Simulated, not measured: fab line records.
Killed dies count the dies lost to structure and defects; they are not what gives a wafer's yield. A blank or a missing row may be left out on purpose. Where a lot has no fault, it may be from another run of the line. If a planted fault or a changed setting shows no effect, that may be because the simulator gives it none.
fab line records | flow n5-finfet
record: lots: 24 wafers: 72 last-day: 18
route steps=1938 shown BEOL_M2@882 BEOL_M3@947
lots that met no fault: taken from a fault-free run of the same line
start-h: hours from the record's first day to the start of the lot's first wafer shown | wait-h: hours since the lot's step before | " same as the row above | L1.1+2: a row that stands for several wafers | - no value present, or no start provided | * or withheld: withheld | < > ~ a bound
route shown NAME@n: a module of which the file shows steps, and the number in the route of the first | usual: average and standard deviation across the fault-free wafers | same: alike in all rows | chamber/n: place in a boat | sites: the reading at each site | _std_site: their standard deviation | _edge_site: the outer-site mean with the inner-site mean subtracted | radius-mm: how far each site lies from the wafer's centre | mask NAME#n: copy n | behind: the last tool/chamber to shape the wafer | hold: cause of the lot's hold/its duration in hours/its outcome | device: the transistor (n, p or np) that didn't switch | end of line: tests run on the same wafers once the route is complete | where a step has no rows: the recipe by itself | killed: the dies lost at the first sort to structure and to defects; this is not the yield of the wafer | map: per-die view of a wafer (x killed, . not killed, _ where there is no die)
set.NAME: setting as actually run; set.NAME@STEP: the setting as run at that earlier step | model.NAME: the simulator's own value behind a step, which no gauge read
a sample of lots followed through the steps of the route, with each step as a table and each wafer as a row
services: the hour from which a tool's chamber was out of use, counted from the record's first day as start-h (under 0 if before that day), plus the number of hours and why
== steps ==
step: N5_BEOL_M2_ALD_98
recipe: material: SiO2 target-thk-a: 25 temp-c: 100 ald-precursor-family: BDEAS ald-co-reactant: O2-plasma pulse-time-s: 1 co-reactant-pulse-time-s: 1 purge-time-s: 2 co-reactant-purge-time-s: 2 ald-cycles: 17 pressure-torr: 2
usual: heater-power-w: 76/10 precursor-pulse-height-rel: 1.000/0.02
columns lot.wafer tool chamber start-h wait-h heater-power-w precursor-pulse-height-rel
L074.3 ald-sin-02 1 133.02 0.1 77 0.978
L074.5 " 1 " " 79 1.024
L074.6 " 2 " " 81 1.022
L075.2 ald-sin-01 2 134.52 0.3 89 0.984
L075.4 " 0 " " 67 1.008
L075.6 " 0 " " 69 1.003
L076.1 ald-sin-03 1 140.31 0.1 68 1.008
L076.4 " 2 " " 92 0.979
L076.5 " 3 " " 62 0.980
L077.1 ald-sin-03 2 150.79 0.1 93 0.991
L077.4 " 1 " " 68 0.982
L077.6 " 2 " " 94 0.962
L078.1 ald-sin-03 2 157.05 0.2 94 1.023
L078.5 " 0 " " 89 1.011
L078.6 " 3 " " 63 1.024
L079.1 ald-sin-01 2 161.34 0.1 87 0.983
L079.2 " 0 " " 69 0.986
L079.3 " 1 " " 68 1.021
L080.1 ald-sin-01 2 176.45 0.1 88 1.022
L080.3 " 3 " " 68 0.981
L080.6 " 0 " " 70 1.021
L081.1 ald-sin-02 0 180.44 0.2 69 0.984
L081.2 " 2 " " 81 0.983
L081.5 " 0 " " 66 0.997
L082.3 ald-sin-02 1 181.07 0.1 79 0.972
L082.4 " 2 " " 82 1.014
L082.6 " 1 " " 79 1.013
L083.2 ald-sin-02 2 186.23 0.2 84 0.994
L083.4 " 0 " " 67 0.992
L083.6 " 1 " " 77 1.000
L084.2 ald-sin-03 2 188.90 0.4 97 1.051
L084.3 " 1 " " 68 0.999
L084.4 " 0 " " 86 1.012
L086.2 ald-sin-01 2 206.11 0.1 87 0.962
L086.3 " 0 " " 69 0.980
L086.5 " 2 " " 86 1.009
L085.1 ald-sin-01 3 211.61 0.2 68 1.004
L085.2 " 2 " " 88 0.996
L085.5 " 3 " " 70 0.992
L087.1 ald-sin-01 2 214.61 0.1 88 0.997
L087.4 " 3 " " 69 1.000
L087.5 " 2 " " 86 1.024
L088.2 ald-sin-03 2 216.73 0.1 91 1.002
L088.4 " 0 " " 90 0.954
L088.5 " 0 " " 88 1.014
L089.1 ald-sin-02 1 222.91 0.1 78 1.043
L089.5 " 1 " " 79 0.993
L089.6 " 0 " " 68 0.995
L090.3 ald-sin-02 3 229.89 0.1 80 0.931
L090.4 " 2 " " 78 1.035
L090.6 " 0 " " 66 0.973
L091.1 ald-sin-02 3 239.21 0.9 81 0.989
L091.5 " 2 " " 80 0.985
L091.6 " 1 " " 79 1.030
L093.1 ald-sin-03 1 243.61 0.1 69 0.987
L093.4 " 0 " " 90 0.993
L093.6 " 1 " " 68 1.005
L092.1 ald-sin-01 3 244.15 0.1 70 0.965
L092.3 " 2 " " 87 0.996
L092.4 " 0 " " 69 1.003
L094.2 ald-sin-02 2 254.25 0.1 81 0.980
L094.4 " 0 " " 69 1.004
L094.5 " 1 " " 80 0.974
L095.3 ald-sin-01 1 265.96 0.1 68 1.016
L095.5 " 1 " " 68 1.029
L095.6 " 2 " " 89 1.007
L096.1 ald-sin-03 1 271.99 0.1 67 1.002
L096.4 " 3 " " 65 1.031
L096.5 " 3 " " 63 0.978
L097.1 ald-sin-03 3 281.01 0.6 63 0.990
L097.5 " 3 " " 63 1.021
L097.6 " 2 " " 94 0.993
step: N5_BEOL_M2_VIA_ETCH_34
recipe: chemistry: C4F6/O2 target-depth-a: 694 mask-material: SOC pressure-mtorr: 15 ion-energy-ev: 250 taper-deg: 4 time-s: 65.9 source-w: 350 bias-w: 170 Ar_flow_sccm: 300 C4F6_flow_sccm: 10 O2_flow_sccm: 10
usual: drypump-motor-current-A: 5.6/0.37 mfc-ar-sccm: 299.9/0.96 oes-product-au: 0.78/0.1 rf-vpp-V: 660/14 showerhead-plenum-p-Torr: 2.82/0.12 throttle-valve-pct: 30.6/0.35
columns lot.wafer tool chamber start-h wait-h drypump-motor-current-A mfc-ar-sccm oes-product-au rf-hours-counter-h rf-vpp-V showerhead-plenum-p-Torr throttle-valve-pct
L074.3 rie-diel-06 2 137.03 0.0 5.4 300.2 0.72 181 687 2.68 30.3
L074.5 " 3 " " 6.4 298.4 0.90 - 632 2.74 30.2
L074.6 " 2 " " 5.5 300.1 0.72 - 687 2.68 30.3
L075.2 rie-diel-04 1 137.03 0.0 5.2 302.4 0.72 173 653 2.70 29.9
L075.4 " 3 " " 5.4 298.0 0.91 - 658 2.81 30.3
L075.6 " 0 " " 5.6 301.2 0.69 - 653 2.72 30.7
L076.1 rie-diel-04 1 144.86 0.0 5.2 299.9 0.71 176 653 2.70 29.9
L076.4 " 0 " " 5.6 300.1 0.69 228 653 2.72 30.7
L076.5 " 3 " " 5.3 300.0 0.91 - 659 2.81 30.3
L077.1 rie-diel-04 3 153.52 0.0 5.3 300.9 0.91 24 658 2.81 30.3
L077.4 " 1 " " 5.2 300.5 0.72 179 652 2.70 29.9
L077.6 " 2 " " 5.8 300.1 0.73 - 650 2.93 30.8
L078.1 rie-diel-04 2 157.32 0.0 5.8 297.9 0.74 171 650 2.93 30.8
L078.5 " 3 " " 5.4 300.5 0.91 - 659 2.81 30.3
L078.6 " 0 " " 5.6 300.4 0.69 - 653 2.72 30.7
L079.1 rie-diel-04 3 170.35 0.0 5.4 301.4 0.89 29 658 2.81 30.3
L079.2 " 2 " " 5.8 301.3 0.72 175 649 2.93 30.8
L079.3 " 0 " " 5.6 299.0 0.67 236 653 2.72 30.7
L080.1 rie-diel-04 0 176.77 0.0 5.6 300.5 0.69 239 653 2.72 30.7
L080.3 " 2 " " 5.8 298.5 0.73 177 650 2.93 30.8
L080.6 " 2 " " 5.8 299.1 0.73 - 650 2.93 30.8
L081.1 rie-diel-05 2 182.23 0.0 5.1 299.0 0.71 211 660 2.96 30.8
L081.2 " 0 " " 5.7 301.7 0.69 246 676 2.70 31.1
L081.5 " 2 " " 5.1 299.8 0.71 - 661 2.96 30.8
L082.3 rie-diel-06 1 182.43 0.0 6.0 299.8 0.70 237 668 2.77 30.7
L082.4 " 2 " " 5.4 299.2 0.71 198 687 2.67 30.3
L082.6 " 0 " " 6.7 299.5 0.69 - 656 2.82 31.2
L083.2 rie-diel-05 0 186.87 0.0 5.7 299.9 0.67 248 676 2.70 31.1
L083.4 " 0 " " 5.7 299.6 0.68 - 676 2.70 31.1
L083.6 " 2 " " 5.1 300.3 0.70 - 660 2.96 30.8
L084.2 rie-diel-04 0 190.44 0.0 5.6 298.6 0.67 245 653 2.72 30.7
L084.3 " 3 " " 5.3 298.8 0.89 38 658 2.80 30.3
L084.4 " 2 " " 5.8 299.4 0.72 182 649 2.93 30.8
L086.2 rie-diel-06 2 208.17 0.0 5.4 300.7 0.70 207 686 2.67 30.3
L086.3 " 1 " " 6.0 300.9 0.69 247 670 2.77 30.8
L086.5 " 2 " " 5.4 300.2 0.70 - 687 2.67 30.3
L085.1 rie-diel-04 3 213.60 0.0 5.4 300.6 0.87 48 658 2.80 30.3
L085.2 " 1 " " 5.2 299.5 0.70 200 652 2.69 29.9
L085.5 " 2 " " 5.8 300.1 0.71 - 648 2.92 30.8
L087.1 rie-diel-06 2 214.94 0.0 5.5 301.3 0.69 212 685 2.67 30.3
L087.4 " 2 " " 5.5 299.8 0.69 - 686 2.67 30.3
L087.5 " 1 " " 6.0 299.3 0.69 - 667 2.77 30.8
L088.2 rie-diel-05 1 220.43 0.0 6.1 300.7 0.83 61 658 2.79 30.8
L088.4 " 2 " " 5.1 298.6 0.70 - 658 2.95 30.8
L088.5 " 1 " " 6.1 299.7 0.84 - 657 2.79 30.7
L089.1 rie-diel-05 0 230.93 0.0 5.7 298.5 0.96 4 689 3.04 30.6
L089.5 " 2 " " 5.1 299.5 0.69 - 659 2.95 30.8
L089.6 " 0 " " 5.7 299.1 0.96 - 690 3.04 30.6
L090.3 rie-diel-04 2 234.39 0.0 5.8 300.9 0.70 202 649 2.92 30.8
L090.4 " 0 " " 5.6 300.5 0.96 5 663 3.05 30.6
L090.6 " 1 " " 5.3 301.6 0.69 - 653 2.69 29.9
L091.1 rie-diel-05 3 240.14 0.0 5.6 299.0 0.98 3 640 2.82 31.2
L091.5 " 2 " " 5.1 301.1 0.68 - 659 2.95 30.8
L091.6 " 1 " " 6.1 299.5 0.82 - 658 2.79 30.7
L093.1 rie-diel-05 2 252.57 0.0 5.1 300.5 0.69 238 660 2.95 30.8
L093.4 " 0 " " 5.7 300.3 0.92 12 689 3.04 30.6
L093.6 " 0 " " 5.8 299.9 0.92 - 687 3.04 30.6
L092.1 rie-diel-05 3 257.54 0.0 5.7 300.5 0.96 9 639 2.82 31.2
L092.3 " 0 " " 5.7 298.7 0.93 13 688 3.04 30.6
L092.4 " 2 " " 5.1 299.7 0.69 239 659 2.95 30.8
L094.2 rie-diel-04 2 265.60 0.0 5.8 299.7 0.70 214 649 2.91 30.8
L094.4 " 3 " " 5.4 300.0 0.84 69 658 2.79 30.3
L094.5 " 2 " " 5.8 299.2 0.70 - 650 2.91 30.8
L095.3 rie-diel-04 3 271.51 0.0 5.4 298.6 0.84 70 658 2.79 30.3
L095.5 " 2 " " 5.7 300.3 0.70 - 650 2.91 30.8
L095.6 " 3 " " 5.4 298.3 0.84 - 657 2.79 30.3
L096.1 rie-diel-06 1 289.15 0.0 6.0 299.7 0.94 13 669 2.76 30.4
L096.4 " 2 " " 5.5 300.2 0.67 240 684 2.66 30.3
L096.5 " 1 " " 6.0 299.8 0.95 - 669 2.76 30.4
L097.1 rie-diel-04 3 291.66 0.0 5.3 301.0 0.82 77 659 2.79 30.3
L097.5 " 0 " " 5.6 298.9 0.90 - 663 3.04 30.6
L097.6 " 3 " " 5.4 300.0 0.83 - 656 2.79 30.4
step: N5_BEOL_M2_OCD_MEAS_38
usual: trench-depth-nm: 55.3/1.3
columns lot.wafer tool chamber start-h wait-h trench-depth-nm
L074.3 ocd-01 - 137.29 - 54.6
L074.5 " - " " 57.8
L074.6 " - " " 54.8
L075.2 ocd-02 - 137.29 - 53.6
L075.4 " - " " 56.5
L075.6 " - " " 54.7
L076.1 ocd-01 - 145.11 - 54.2
L076.4 " - " " 55.6
L076.5 " - " " 55.6
L077.1 ocd-02 - 153.77 - 56.0
L077.4 " - " " 53.3
L077.6 " - " " 54.1
L078.1 ocd-01 - 157.57 - 54.3
L078.5 " - " " 55.9
L078.6 " - " " 55.1
L079.1 ocd-01 - 170.60 - 56.3
L079.2 " - " " 55.4
L079.3 " - " " 55.2
L080.1 ocd-02 - 177.03 - 55.0
L080.3 " - " " 54.6
L080.6 " - " " 54.1
L081.1 ocd-02 - 182.49 - 54.1
L081.2 " - " " 54.5
L081.5 " - " " 53.8
L082.3 ocd-02 - 182.69 - 56.3
L082.4 " - " " 53.7
L082.6 " - " " 52.8
L083.2 ocd-01 - 187.23 - 54.8
L083.4 " - " " 55.6
L083.6 " - " " 54.2
L084.2 ocd-02 - 190.70 - 55.0
L084.3 " - " " 57.0
L084.4 " - " " 54.6
L086.2 ocd-01 - 208.42 - 54.6
L086.3 " - " " 56.9
L086.5 " - " " 54.2
L085.1 ocd-01 - 213.85 - 56.6
L085.2 " - " " 53.7
L085.5 " - " " 54.7
L087.1 ocd-01 - 215.31 - 54.5
L087.4 " - " " 54.9
L087.5 " - " " 57.8
L088.2 ocd-02 - 220.69 - 56.2
L088.4 " - " " 53.7
L088.5 " - " " 56.9
L089.1 ocd-02 - 231.18 - 56.9
L089.5 " - " " 54.8
L089.6 " - " " 56.3
L090.3 ocd-02 - 234.65 - 54.0
L090.4 " - " " 55.5
L090.6 " - " " 53.4
L091.1 ocd-01 - 240.39 - 55.7
L091.5 " - " " 54.2
L091.6 " - " " 55.9
L093.1 ocd-01 - 252.82 - 53.9
L093.4 " - " " 57.2
L093.6 " - " " 56.9
L092.1 ocd-02 - 257.79 - 56.0
L092.3 " - " " 56.4
L092.4 " - " " 54.6
L094.2 ocd-02 - 265.85 - 53.8
L094.4 " - " " 56.9
L094.5 " - " " 54.0
L095.3 ocd-01 - 271.77 - 56.5
L095.5 " - " " 53.9
L095.6 " - " " 56.4
L096.1 ocd-02 - 289.40 - 58.5
L096.4 " - " " 53.5
L096.5 " - " " 58.3
L097.1 ocd-01 - 291.91 - 55.8
L097.5 " - " " 54.5
L097.6 " - " " 56.1
step: N5_BEOL_M2_SURFACE_TREAT_85
recipe: gas: Ar time-s: * ion-energy-ev: * ion-current-ma-cm2: 0.5 pressure-mtorr: * ar-flow-sccm: 30
usual: throttle-valve-pct: *
columns lot.wafer tool chamber start-h wait-h throttle-valve-pct
L075.2 pvd-sputter-02 - 138.42 0.2 *
L075.4 " - " " *
L075.6 " - " " *
L074.3 pvd-sputter-01 - 138.60 0.1 *
L074.5 " - " " *
L074.6 " - " " *
L076.1 pvd-sputter-02 - 146.02 0.1 *
L076.4 " - " " *
L076.5 " - " " *
L077.1 pvd-sputter-03 - 154.67 0.1 *
L077.4 " - " " *
L077.6 " - " " *
L078.1 pvd-sputter-01 - 159.63 1.6 *
L078.5 " - " " *
L078.6 " - " " *
L079.1 pvd-sputter-03 - 171.39 0.2 *
L079.2 " - " " *
L079.3 " - " " *
L080.1 pvd-sputter-02 - 178.40 0.3 *
L080.3 " - " " *
L080.6 " - " " *
L081.1 pvd-sputter-01 - 183.18 0.2 *
L081.2 " - " " *
L081.5 " - " " *
L082.3 pvd-sputter-03 - 183.71 0.2 *
L082.4 " - " " *
L082.6 " - " " *
L083.2 pvd-sputter-01 - 187.99 0.2 *
L083.4 " - " " *
L083.6 " - " " *
L084.2 pvd-sputter-03 - 191.66 0.2 *
L084.3 " - " " *
L084.4 " - " " *
L086.2 pvd-sputter-01 - 209.45 0.2 *
L086.3 " - " " *
L086.5 " - " " *
L085.1 pvd-sputter-02 - 214.46 0.1 *
L085.2 " - " " *
L085.5 " - " " *
L087.1 pvd-sputter-01 - 216.35 0.6 *
L087.4 " - " " *
L087.5 " - " " *
L088.2 pvd-sputter-01 - 221.65 0.1 *
L088.4 " - " " *
L088.5 " - " " *
L089.1 pvd-sputter-03 - 231.95 0.1 *
L089.5 " - " " *
L089.6 " - " " *
L090.3 pvd-sputter-01 - 235.93 0.2 *
L090.4 " - " " *
L090.6 " - " " *
L091.1 pvd-sputter-01 - 241.41 0.2 *
L091.5 " - " " *
L091.6 " - " " *
L093.1 pvd-sputter-03 - 253.56 0.2 *
L093.4 " - " " *
L093.6 " - " " *
L092.1 pvd-sputter-03 - 259.02 0.2 *
L092.3 " - " " *
L092.4 " - " " *
L094.2 pvd-sputter-01 - 266.66 0.1 *
L094.4 " - " " *
L094.5 " - " " *
L095.3 pvd-sputter-01 - 273.14 0.2 *
L095.5 " - " " *
L095.6 " - " " *
L096.1 pvd-sputter-03 - 290.13 0.2 *
L096.4 " - " " *
L096.5 " - " " *
L097.1 pvd-sputter-02 - 292.63 0.1 *
L097.5 " - " " *
L097.6 " - " " *
step: N5_BEOL_M2_SPUTTER_90
recipe: material: Cu target-thk-a: 45 temp-c: -20 chamber-pressure-pa: 0.07 power-w: withheld time-s: 8.29
usual: throttle-valve-pct: 29.8/0.95
columns lot.wafer tool chamber start-h wait-h throttle-valve-pct
L075.2 pvd-sputter-02 - 139.74 0.1 29.8
L075.4 " - " " 28.5
L075.6 " - " " 28.0
L074.3 pvd-sputter-01 - 140.06 0.1 29.2
L074.5 " - " " 29.2
L074.6 " - " " 29.3
L076.1 pvd-sputter-02 - 147.40 0.1 30.0
L076.4 " - " " 28.6
L076.5 " - " " 31.3
L077.1 pvd-sputter-01 - 156.04 0.1 30.3
L077.4 " - " " 29.3
L077.6 " - " " 29.7
L078.1 pvd-sputter-02 - 161.01 0.1 28.3
L078.5 " - " " 28.5
L078.6 " - " " 30.1
L079.1 pvd-sputter-03 - 172.93 0.1 30.8
L079.2 " - " " 31.4
L079.3 " - " " 30.4
L080.1 pvd-sputter-03 - 179.73 0.1 30.1
L080.3 " - " " 30.8
L080.6 " - " " 30.3
L081.1 pvd-sputter-01 - 184.66 0.1 30.0
L081.2 " - " " 30.6
L081.5 " - " " 29.5
L082.3 pvd-sputter-02 - 185.82 0.1 28.5
L082.4 " - " " 30.0
L082.6 " - " " 28.7
L083.2 pvd-sputter-01 - 189.39 0.1 30.4
L083.4 " - " " 29.5
L083.6 " - " " 29.5
L084.2 pvd-sputter-01 - 193.13 0.1 30.3
L084.3 " - " " 30.2
L084.4 " - " " 29.3
L086.2 pvd-sputter-02 - 210.85 0.1 29.9
L086.3 " - " " 28.2
L086.5 " - " " 30.8
L085.1 pvd-sputter-03 - 215.78 0.1 30.7
L085.2 " - " " 31.5
L085.5 " - " " 30.0
L087.1 pvd-sputter-01 - 217.67 0.1 30.3
L087.4 " - " " 30.5
L087.5 " - " " 29.3
L088.2 pvd-sputter-01 - 223.27 0.1 30.5
L088.4 " - " " 30.2
L088.5 " - " " 30.4
L089.1 pvd-sputter-02 - 234.23 0.1 28.4
L089.5 " - " " 29.9
L089.6 " - " " 28.4
L090.3 pvd-sputter-03 - 237.37 0.1 30.6
L090.4 " - " " 28.7
L090.6 " - " " 29.9
L091.1 pvd-sputter-01 - 242.73 0.1 29.6
L091.5 " - " " 29.2
L091.6 " - " " 29.4
L093.1 pvd-sputter-03 - 258.24 0.1 31.4
L093.4 " - " " 28.7
L093.6 " - " " 31.5
L092.1 pvd-sputter-03 - 260.54 0.1 30.2
L092.3 " - " " 29.0
L092.4 " - " " 30.7
L094.2 pvd-sputter-01 - 269.96 0.1 29.3
L094.4 " - " " 30.5
L094.5 " - " " 30.1
L095.3 pvd-sputter-03 - 277.02 0.1 30.5
L095.5 " - " " 31.5
L095.6 " - " " 28.7
L096.1 pvd-sputter-01 - 291.73 0.1 29.2
L096.4 " - " " 29.8
L096.5 " - " " 29.4
L097.1 pvd-sputter-02 - 293.95 0.1 31.3
L097.5 " - " " 29.9
L097.6 " - " " 28.8
step: N5_BEOL_M3_DESCUM_16
recipe: chemistry: O2 time-s: 7 source-power-w: 50 bias-power-w: 20 pressure-mtorr: 20 rf-frequency-hz: 2.712e+07 temp-c: 40 resist: CAR-EUV o2-flow-sccm: 225
usual: drypump-motor-current-A: 5.7/0.45 oes-product-au: 0.77/0.087 rf-vpp-V: 243.0/1.6 showerhead-plenum-p-Torr: 2.09/0.078 throttle-valve-pct: 20.53/0.26
columns lot.wafer tool chamber start-h wait-h drypump-motor-current-A oes-product-au rf-hours-counter-h rf-vpp-V showerhead-plenum-p-Torr throttle-valve-pct
L075.2 rie-diel-02 1 144.18 0.0 6.2 0.75 182 242.6 2.07 20.20
L075.4 " 0 " " 5.3 0.88 26 242.8 2.07 20.55
L075.6 " 1 " " 6.2 0.74 - 243.4 2.07 20.21
L074.3 rie-diel-02 1 144.41 0.1 6.2 0.74 182 242.5 2.07 20.21
L074.5 " 1 " " 6.2 0.74 - 242.8 2.07 20.20
L074.6 " 0 " " 5.2 0.88 - 243.4 2.07 20.58
L076.1 rie-diel-03 0 151.46 0.0 5.6 0.72 213 242.7 2.15 20.77
L076.4 " 1 " " 5.7 0.75 174 240.9 2.02 20.81
L076.5 " 3 " " 5.1 0.74 - 242.4 2.08 20.56
L077.1 rie-diel-02 0 162.38 0.0 5.2 0.87 31 243.2 2.07 20.58
L077.4 " 2 " " 5.5 0.74 214 240.5 2.00 20.50
L077.6 " 0 " " 5.3 0.87 - 243.9 2.07 20.57
L078.1 rie-diel-02 3 165.23 0.0 5.5 0.88 42 244.5 2.25 20.40
L078.5 " 2 " " 5.6 0.73 - 241.0 2.00 20.51
L078.6 " 3 " " 5.5 0.88 - 245.5 2.25 20.39
L079.1 rie-diel-01 0 177.46 0.0 5.6 0.90 25 244.7 2.12 20.01
L079.2 " 1 " " 6.6 0.68 223 240.2 1.97 20.05
L079.3 " 3 " " 6.6 0.74 167 244.5 2.19 20.69
L080.1 rie-diel-03 1 183.72 0.6 5.7 0.75 184 241.8 2.02 20.83
L080.3 " 0 " " 5.6 0.72 222 242.6 2.14 20.78
L080.6 " 0 " " 5.6 0.71 - 244.6 2.14 20.79
L081.1 rie-diel-03 0 187.43 0.0 5.6 0.72 224 243.6 2.14 20.78
L081.2 " 1 " " 5.7 0.76 185 242.1 2.02 20.82
L081.5 " 1 " " 5.7 0.75 - 241.4 2.02 20.82
L082.3 rie-diel-02 2 188.67 0.0 5.6 0.72 222 240.7 1.99 20.51
L082.4 " 1 " " 6.2 0.73 194 242.0 2.06 20.22
L082.6 " 1 " " 6.2 0.73 - 242.4 2.06 20.24
L083.2 rie-diel-01 3 193.75 0.0 6.6 0.74 173 243.8 2.18 20.70
L083.4 " 1 " " 6.6 0.68 229 241.9 1.97 20.06
L083.6 " 1 " " 6.6 0.67 - 241.5 1.97 20.08
L084.2 rie-diel-03 3 196.43 0.0 5.0 0.73 204 243.9 2.07 20.59
L084.3 " 1 " " 5.7 0.74 187 241.2 2.02 20.82
L084.4 " 0 " " 5.6 0.70 226 244.9 2.14 20.81
L086.2 rie-diel-03 3 214.68 0.7 5.1 0.72 210 243.1 2.07 20.61
L086.3 " 0 " " 5.6 0.71 232 245.2 2.14 20.81
L086.5 " 1 " " 5.7 0.73 - 242.2 2.01 20.83
L085.1 rie-diel-02 1 220.79 0.2 6.2 0.73 199 244.4 2.06 20.23
L085.2 " 0 " " 5.2 0.84 45 242.4 2.07 20.59
L085.5 " 2 " " 5.6 0.71 - 241.2 1.99 20.52
L087.1 rie-diel-02 0 221.10 0.0 5.3 0.84 45 242.2 2.07 20.58
L087.4 " 2 " " 5.6 0.71 227 241.2 1.99 20.51
L087.5 " 1 " " 6.2 0.72 - 244.9 2.06 20.23
L088.2 rie-diel-03 3 226.26 0.0 5.0 0.73 214 241.5 2.07 20.59
L088.4 " 1 " " 5.7 0.74 198 238.7 2.01 20.84
L088.5 " 0 " " 5.6 0.70 - 243.5 2.14 20.82
L089.1 rie-diel-02 1 237.49 0.0 6.2 0.72 205 243.6 2.06 20.24
L089.5 " 2 " " 5.6 0.72 - 240.7 1.99 20.52
L089.6 " 1 " " 6.2 0.72 - 242.2 2.06 20.25
L090.3 rie-diel-03 2 241.20 0.4 5.3 0.68 249 242.3 2.14 20.72
L090.4 " 1 " " 5.7 0.73 202 242.0 2.01 20.85
L090.6 " 0 " " 5.6 0.70 - 243.2 2.14 20.82
L091.1 rie-diel-02 0 245.44 0.0 5.3 0.84 51 241.9 2.07 20.61
L091.5 " 2 " " 5.6 0.71 - 242.2 1.99 20.52
L091.6 " 3 " " 5.5 0.85 - 246.7 2.24 20.43
L093.1 rie-diel-01 1 262.11 0.1 6.6 0.66 255 240.0 1.96 20.13
L093.4 " 3 " " 6.6 0.71 - 243.8 2.17 20.74
L093.6 " 1 " " 6.6 0.65 - 241.6 1.96 20.11
L092.1 rie-diel-02 1 266.11 0.0 6.2 0.72 214 241.9 2.06 20.25
L092.3 " 2 " " 5.6 0.71 240 240.6 1.99 20.55
L092.4 " 3 " " 5.5 0.84 68 246.6 2.24 20.45
L094.2 rie-diel-03 1 273.37 0.0 5.7 0.74 213 241.8 2.01 20.86
L094.4 " 3 " " 5.1 0.71 - 243.9 2.06 20.63
L094.5 " 1 " " 5.7 0.73 - 241.6 2.01 20.86
L095.3 rie-diel-03 2 282.43 0.3 5.3 0.97 6 243.4 2.14 20.25
L095.5 " 1 " " 5.7 0.73 - 240.5 2.01 20.86
L095.6 " 2 " " 5.3 0.99 - 244.2 2.14 20.23
L096.1 rie-diel-01 2 295.72 0.0 5.7 0.96 9 242.4 2.08 20.66
L096.4 " 3 " " 6.6 0.71 208 245.4 2.17 20.75
L096.5 " 1 " " 6.6 0.97 - 244.9 2.23 19.86
L097.1 rie-diel-01 0 298.73 0.0 5.5 0.84 68 243.6 2.10 20.06
L097.5 " 3 " " 6.6 0.72 - 244.3 2.17 20.75
L097.6 " 2 " " 5.7 0.96 - 243.6 2.08 20.66
== services ==
columns tool chamber start-h hours kind
rie-diel-05 2 112.56 7.4 repair
pvd-sputter-03 - 114.84 6.2 repair
rie-diel-04 2 130.36 10.1 repair
rie-diel-05 3 134.08 65.0 repair
ald-sin-01 - 145.61 14.6 pm
ald-sin-02 2 161.86 7.6 repair
ald-sin-01 0 163.64 3.5 repair
rie-diel-05 1 183.09 9.7 repair
ald-sin-01 3 199.85 8.9 repair
ald-sin-02 3 202.23 16.0 repair
rie-diel-02 - 204.96 14.6 pm
rie-diel-05 3 209.61 4.5 repair
rie-diel-01 3 218.89 5.0 repair
rie-diel-05 0 223.81 5.5 repair
rie-diel-02 0 225.17 5.2 repair
ald-sin-01 0 234.37 8.1 repair
rie-diel-01 2 237.75 12.4 repair
ald-sin-01 - 246.83 1.3 repair
ald-sin-01 - 258.78 6.1 pm
rie-diel-04 - 266.81 2.4 repair
rie-diel-06 - 267.21 0.6 repair
ald-sin-02 - 268.25 14.0 pm
ald-sin-03 - 270.82 1.1 repair
ald-sin-02 - 282.25 2.8 pm
== key ==
fault none
